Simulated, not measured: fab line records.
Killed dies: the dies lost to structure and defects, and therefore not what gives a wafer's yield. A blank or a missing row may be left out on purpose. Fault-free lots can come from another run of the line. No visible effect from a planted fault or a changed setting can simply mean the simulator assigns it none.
The tool behind it: which one? | flow n5Finfet | 72 wafers from 24 lots sampled at 6 of the route's 1938 steps

WHAT THE GAUGES READ, wafer by wafer
N5_BEOL_M1_INSPECT_59: inspects for defects (darkfield). Usual: rawDefectCount 71, standard deviation 22.
lot  | measured     | on               | rawDefectCount | flag
L074 | day 7 20:29  | defectInspect-01 | 53 58 40       | 
L075 | day 7 23:24  | defectInspect-01 | 64 74 88       | 
L076 | day 8 01:39  | defectInspect-02 | 52 37 50       | 
L077 | day 8 01:53  | defectInspect-01 | 61 90 52       | 
L079 | day 8 03:34  | defectInspect-02 | 105 52 113     | 
L080 | day 8 07:10  | defectInspect-02 | 52 72 57       | 
L078 | day 8 07:55  | defectInspect-01 | 82 79 51       | 
L081 | day 8 10:02  | defectInspect-02 | 47 38 59       | 
L082 | day 8 12:00  | defectInspect-02 | 48 62 77       | 
L084 | day 8 18:57  | defectInspect-01 | 55 59 96       | 
L083 | day 8 22:40  | defectInspect-02 | 40 62 80       | 
L085 | day 9 08:01  | defectInspect-01 | 84 91 121      | 
L086 | day 9 16:55  | defectInspect-01 | 88 82 91       | 
L087 | day 10 08:40 | defectInspect-01 | 94 114 87      | 
L088 | day 10 19:24 | defectInspect-01 | 95 79 55       | 
L089 | day 11 00:34 | defectInspect-01 | 56 54 46       | 
L090 | day 11 00:50 | defectInspect-02 | 40 40 63       | 
L091 | day 11 01:55 | defectInspect-01 | 61 60 109      | 
L092 | day 11 03:04 | defectInspect-01 | 67 95 116      | 
L093 | day 11 06:08 | defectInspect-01 | 39 60 42       | 
L094 | day 11 12:25 | defectInspect-02 | 87 49 39       | 
L095 | day 11 17:47 | defectInspect-01 | 64 56 82       | 
L096 | day 12 04:23 | defectInspect-02 | 67 91 103      | 
L097 | day 12 10:46 | defectInspect-01 | 87 65 72       | 

N5_BEOL_M2_THK_MEAS_01. Usual: M2_ILD_THK gives 78.8 nm (standard deviation 1.1).
lot  | measured     | on           | M2_ILD_THK (nm) | flag
L074 | day 7 20:35  | filmMetro-01 | 78.0 79.5 79.6  | 
L075 | day 7 23:31  | filmMetro-01 | 78.7 79.5 79.8  | 
L076 | day 8 01:45  | filmMetro-02 | 78.9 78.7 79.9  | 
L077 | day 8 02:01  | filmMetro-02 | 76.9 79.7 78.3  | 
L079 | day 8 03:40  | filmMetro-02 | 78.2 78.1 79.6  | 
L080 | day 8 07:17  | filmMetro-01 | 78.3 79.7 79.0  | 
L078 | day 8 08:01  | filmMetro-02 | 77.6 79.0 78.0  | 
L081 | day 8 10:08  | filmMetro-01 | 78.0 76.0 78.8  | 
L082 | day 8 12:07  | filmMetro-01 | 77.6 79.3 79.6  | 
L084 | day 8 19:03  | filmMetro-02 | 78.9 79.3 79.6  | 
L083 | day 8 22:47  | filmMetro-01 | 76.9 77.9 79.8  | 
L085 | day 9 08:07  | filmMetro-02 | 77.6 77.5 80.1  | 
L086 | day 9 17:01  | filmMetro-01 | 78.0 77.3 78.0  | 
L087 | day 10 08:46 | filmMetro-02 | 77.9 79.8 78.7  | 
L088 | day 10 19:31 | filmMetro-01 | 79.6 78.7 79.0  | 
L089 | day 11 00:40 | filmMetro-01 | 78.2 78.8 79.2  | 
L090 | day 11 00:58 | filmMetro-02 | 79.5 80.0 80.4  | 
L091 | day 11 02:02 | filmMetro-02 | 78.0 79.1 79.2  | 
L092 | day 11 03:10 | filmMetro-02 | 77.6 80.9 78.7  | 
L093 | day 11 06:16 | filmMetro-02 | 79.5 81.4 81.2  | 
L094 | day 11 12:31 | filmMetro-01 | 78.4 79.1 79.4  | 
L095 | day 11 17:53 | filmMetro-02 | 80.1 79.0 80.9  | 
L096 | day 12 04:29 | filmMetro-01 | 78.5 75.8 78.5  | 
L097 | day 12 10:52 | filmMetro-02 | 76.9 76.2 78.2  | 

N5_BEOL_M2_OVL_MEAS_12. Usual: M2_OVL gives 0.0 nm (standard deviation 0.65).
lot  | measured     | on         | M2_OVL (nm)    | flag
L074 | day 7 22:13  | overlay-01 | -0.7 0.2 0.5   | 
L075 | day 8 01:16  | overlay-02 | -0.4 0.2 0.0   | 
L076 | day 8 02:44  | overlay-02 | 0.0 -0.5 0.0   | 
L077 | day 8 02:58  | overlay-02 | -0.8 -0.7 -0.5 | 
L079 | day 8 05:40  | overlay-02 | -0.6 0.2 -0.1  | 
L080 | day 8 08:46  | overlay-02 | 0.9 0.2 1.3    | 
L078 | day 8 08:56  | overlay-02 | 0.4 -1.0 0.1   | 
L081 | day 8 11:55  | overlay-01 | 0.7 1.2 0.6    | 
L082 | day 8 12:50  | overlay-02 | -0.3 0.1 -0.3  | 
L084 | day 8 21:43  | overlay-01 | 0.3 -0.7 -0.4  | 
L083 | day 9 01:01  | overlay-02 | -1.1 -0.8 -0.8 | 
L085 | day 9 08:50  | overlay-02 | -0.5 -0.8 -0.9 | 
L086 | day 9 19:46  | overlay-01 | 1.1 -0.4 0.0   | 
L087 | day 10 09:39 | overlay-02 | 0.4 0.3 0.1    | 
L088 | day 10 20:52 | overlay-02 | -0.2 0.3 -0.6  | 
L089 | day 11 01:23 | overlay-02 | 0.6 0.2 0.2    | 
L090 | day 11 01:37 | overlay-01 | 0.6 1.3 1.1    | 
L091 | day 11 02:43 | overlay-01 | -0.1 0.6 0.4   | 
L092 | day 11 05:07 | overlay-02 | 0.0 -0.3 -0.4  | 
L093 | day 11 07:48 | overlay-01 | -0.3 -0.6 -0.3 | 
L094 | day 11 13:43 | overlay-01 | -0.1 0.5 0.0   | 
L095 | day 11 19:23 | overlay-01 | -0.1 1.2 0.5   | 
L096 | day 12 05:11 | overlay-01 | -0.7 -0.9 0.1  | 
L097 | day 12 12:04 | overlay-01 | 0.6 1.3 1.1    | 

N5_BEOL_M2_OCD_MEAS_38. Usual: trenchDepthNm 55.5 nm, standard deviation 1.1.
lot  | measured     | on     | trenchDepthNm (nm) | flag
L074 | day 8 02:04  | ocd-02 | 55.3 55.3 53.8     | 
L075 | day 8 08:02  | ocd-01 | 55.1 53.9 55.6     | 
L076 | day 8 08:03  | ocd-02 | 55.1 56.0 55.8     | 
L077 | day 8 09:12  | ocd-01 | 57.1 55.8 55.2     | 
L079 | day 8 11:16  | ocd-01 | 55.3 54.4 55.5     | 
L080 | day 8 11:48  | ocd-02 | 57.1 56.8 54.5     | 
L078 | day 8 14:50  | ocd-01 | 55.0 53.7 56.0     | 
L081 | day 8 17:53  | ocd-01 | 54.8 55.9 55.5     | 
L082 | day 8 21:07  | ocd-02 | 54.0 53.8 54.0     | 
L084 | day 9 07:59  | ocd-02 | 55.7 56.1 56.4     | 
L083 | day 9 08:16  | ocd-02 | 52.8 55.6 55.6     | 
L085 | day 9 13:53  | ocd-02 | 55.9 54.5 54.2     | 
L086 | day 10 01:03 | ocd-01 | 53.7 54.1 54.7     | 
L087 | day 11 01:46 | ocd-02 | 57.5 55.8 56.8     | 
L088 | day 11 02:08 | ocd-02 | 57.1 55.1 55.4     | 
L089 | day 11 07:16 | ocd-01 | 55.2 54.1 54.9     | 
L090 | day 11 07:17 | ocd-02 | 57.0 56.4 56.6     | 
L091 | day 12 00:29 | ocd-01 | 54.4 56.5 55.7     | 
L092 | day 12 03:50 | ocd-02 | 55.3 53.9 57.3     | 
L093 | day 12 04:04 | ocd-01 | 56.9 57.5 57.2     | 
L094 | day 12 04:16 | ocd-02 | 56.8 55.4 54.3     | 
L095 | day 12 10:32 | ocd-02 | 54.2 55.2 56.0     | 
L096 | day 12 15:24 | ocd-02 | 55.0 55.4 56.1     | 
L097 | day 12 14:54 | ocd-01 | 56.6 55.6 54.9     | 

N5_BEOL_M2_CD_MEAS_35: target cd 18 nm, target cd y 22.2 nm. Usual: cdNm 18.0 nm, standard deviation 0.38.
lot  | measured     | on       | cdNm (nm)      | flag
L074 | day 8 02:14  | cdSem-01 | 18.3 17.8 17.9 | 
L075 | day 8 08:11  | cdSem-02 | 17.9 18.5 18.7 | 
L076 | day 8 08:17  | cdSem-01 | 17.6 18.8 17.8 | 
L077 | day 8 09:27  | cdSem-02 | 18.2 18.6 18.0 | 
L079 | day 8 11:25  | cdSem-01 | 17.9 18.1 18.3 | 
L080 | day 8 11:58  | cdSem-01 | 17.4 17.7 18.0 | 
L078 | day 8 14:59  | cdSem-01 | 18.6 18.1 17.7 | 
L081 | day 8 18:02  | cdSem-01 | 18.0 18.5 17.6 | 
L082 | day 8 21:16  | cdSem-03 | 18.2 17.6 18.4 | 
L084 | day 9 08:08  | cdSem-02 | 18.7 18.6 17.6 | 
L083 | day 9 08:25  | cdSem-02 | 17.9 17.5 17.3 | 
L085 | day 9 14:02  | cdSem-03 | 17.9 17.8 18.3 | 
L086 | day 10 01:12 | cdSem-02 | 18.5 18.1 17.3 | 
L087 | day 11 01:55 | cdSem-01 | 17.7 17.6 17.7 | 
L088 | day 11 02:23 | cdSem-02 | 17.4 17.6 17.6 | 
L089 | day 11 07:25 | cdSem-03 | 17.1 17.9 17.5 | 
L090 | day 11 07:26 | cdSem-01 | 17.4 18.0 17.9 | 
L091 | day 12 00:38 | cdSem-02 | 17.8 18.1 17.3 | 
L092 | day 12 03:59 | cdSem-01 | 17.8 18.0 17.9 | 
L093 | day 12 04:13 | cdSem-01 | 17.9 18.3 18.1 | 
L094 | day 12 04:26 | cdSem-01 | 18.1 18.0 18.3 | 
L095 | day 12 10:41 | cdSem-03 | 18.5 17.7 17.8 | 
L096 | day 12 15:33 | cdSem-02 | 17.4 17.7 17.8 | 
L097 | day 12 15:03 | cdSem-01 | 17.6 17.3 17.5 | 

TOOL THAT RAN EACH LOT (tool first, then ch and the chambers of the sampled wafers, then the start)
lot  | N5_BEOL_M2_ETCHBACK_99
L074 | rieDiel-01 ch 0,2, day 8 01:40
L075 | rieDiel-01 ch 0,2, day 8 07:38
L076 | rieDiel-03 ch 0,3, day 8 07:38
L077 | rieDiel-03 ch 0,1, day 8 08:48
L079 | rieDiel-03 ch 0,3, day 8 10:52
L080 | rieDiel-03 ch 1,3, day 8 11:25
L078 | rieDiel-06 ch 0,1,3, day 8 14:27
L081 | rieDiel-01 ch 0,1, day 8 17:29
L082 | rieDiel-01 ch 1,2, day 8 20:44
L084 | rieDiel-01 ch 0,3, day 9 07:35
L083 | rieDiel-06 ch 0,1,3, day 9 07:52
L085 | rieDiel-01 ch 1,2, day 9 13:29
L086 | rieDiel-01 ch 1,2, day 10 00:39
L087 | rieDiel-06 ch 0,2, day 11 01:22
L088 | rieDiel-06 ch 0,1,2, day 11 01:44
L089 | rieDiel-01 ch 1,2,3, day 11 06:52
L090 | rieDiel-06 ch 1,2, day 11 06:53
L091 | rieDiel-03 ch 1,3, day 12 00:06
L092 | rieDiel-01 ch 0,1,2, day 12 03:26
L093 | rieDiel-06 ch 1,2,3, day 12 03:40
L094 | rieDiel-01 ch 0,2,3, day 12 03:52
L095 | rieDiel-01 ch 1,2, day 12 10:08
L096 | rieDiel-01 ch 1,2,3, day 12 14:59
L097 | rieDiel-01 ch 0,1,3, day 12 14:30
- N5_BEOL_M2_ETCHBACK_99: etches SiO2 in CHF3, target depth 5 nm, time 10.4 s.

AS READ BY THE TOOLS THEMSELVES (means over the sampled wafers that have a number; for cases with no such wafer, the mark the record gives instead)
N5_BEOL_M2_ETCHBACK_99. Usual: biasW 46.98 W (standard deviation 0.13); drypumpMotorCurrentA 5.7 A (standard deviation 0.47); oes_f_703_au 0.82 a.u. (standard deviation 0.087); oesProductAu 0.81 a.u. (standard deviation 0.091); rfVppV 240 V (standard deviation 4.7); showerheadPlenumPTorr 2.12 Torr (standard deviation 0.042); throttleValvePct 17.03 % (standard deviation 0.28).
lot  | tool       | biasW (W) | drypumpMotorCurrentA (A) | oes_f_703_au (a.u.) | oesProductAu (a.u.) | rfVppV (V) | showerheadPlenumPTorr (Torr) | throttleValvePct (%) | flag
L074 | rieDiel-01 | 46.98     | 5.1                      | 0.76                | 0.75                | 242        | 2.13                         | 17.37                | 
L075 | rieDiel-01 | 46.90     | 5.2                      | 0.76                | 0.75                | 242        | 2.13                         | 17.37                | 
L076 | rieDiel-03 | 46.88     | 5.4                      | 0.74                | 0.73                | 241        | 2.10                         | 17.14                | 
L077 | rieDiel-03 | 47.01     | 5.4                      | 0.79                | 0.79                | 243        | 2.10                         | 16.90                | 
L079 | rieDiel-03 | 46.95     | 5.4                      | 0.74                | 0.73                | 240        | 2.10                         | 17.15                | 
L080 | rieDiel-03 | 47.03     | 5.8                      | 0.87                | 0.87                | 238        | 2.18                         | 16.74                | 
L078 | rieDiel-06 | 46.91     | 5.8                      | 0.72                | 0.71                | 241        | 2.11                         | 17.17                | 
L081 | rieDiel-01 | 47.04     | 5.4                      | 0.79                | 0.77                | 240        | 2.13                         | 17.31                | 
L082 | rieDiel-01 | 46.87     | 5.9                      | 0.89                | 0.90                | 239        | 2.11                         | 16.98                | 
L084 | rieDiel-01 | 47.26     | 5.7                      | 0.79                | 0.77                | 239        | 2.11                         | 16.97                | 
L083 | rieDiel-06 | 47.06     | 5.8                      | 0.72                | 0.71                | 240        | 2.11                         | 17.17                | 
L085 | rieDiel-01 | 47.13     | 6.0                      | 0.88                | 0.87                | 238        | 2.10                         | 16.98                | 
L086 | rieDiel-01 | 47.10     | 6.1                      | 0.91                | 0.90                | 237        | 2.11                         | 16.91                | 
L087 | rieDiel-06 | 47.02     | 5.2                      | 0.83                | 0.84                | 246        | 2.14                         | 17.08                | 
L088 | rieDiel-06 | 47.01     | 5.5                      | 0.78                | 0.78                | 245        | 2.12                         | 17.10                | 
L089 | rieDiel-01 | 46.92     | 6.1                      | 0.85                | 0.84                | 238        | 2.09                         | 16.89                | 
L090 | rieDiel-06 | 47.00     | 5.4                      | 0.76                | 0.75                | 246        | 2.13                         | 17.25                | 
L091 | rieDiel-03 | 47.05     | 5.8                      | 0.85                | 0.84                | 238        | 2.17                         | 16.78                | 
L092 | rieDiel-01 | 46.94     | 5.6                      | 0.89                | 0.89                | 240        | 2.11                         | 17.06                | 
L093 | rieDiel-06 | 46.90     | 5.5                      | 0.84                | 0.85                | 245        | 2.13                         | 17.15                | 
L094 | rieDiel-01 | 46.88     | 5.6                      | 0.86                | 0.87                | 240        | 2.10                         | 17.01                | 
L095 | rieDiel-01 | 46.95     | 6.0                      | 0.84                | 0.84                | 239        | 2.10                         | 17.03                | 
L096 | rieDiel-01 | 47.00     | 6.1                      | 0.84                | 0.84                | 237        | 2.09                         | 16.92                | 
L097 | rieDiel-01 | 46.78     | 5.8                      | 0.88                | 0.87                | 238        | 2.10                         | 16.94                | 

THE ANSWER, worked out from the rows above alone
Rule: lot off if the mean of its wafers having a number is beyond 3 standard deviations from the usual mean. A lot without any number at a reading at which 4 lots or more have one is off too. All remaining lots with rows at the step are treated as sound. After the gauges, taken in route order, come the tools' own readings; for these a lot's mean is taken, as printed above. At the first step where some lot is off, the reading lying furthest off is the one used; lots without a number count as furthest.
None of the lots is off at any reading shown; this tells nothing.

WHAT THE SIMULATOR HAD PUT IN
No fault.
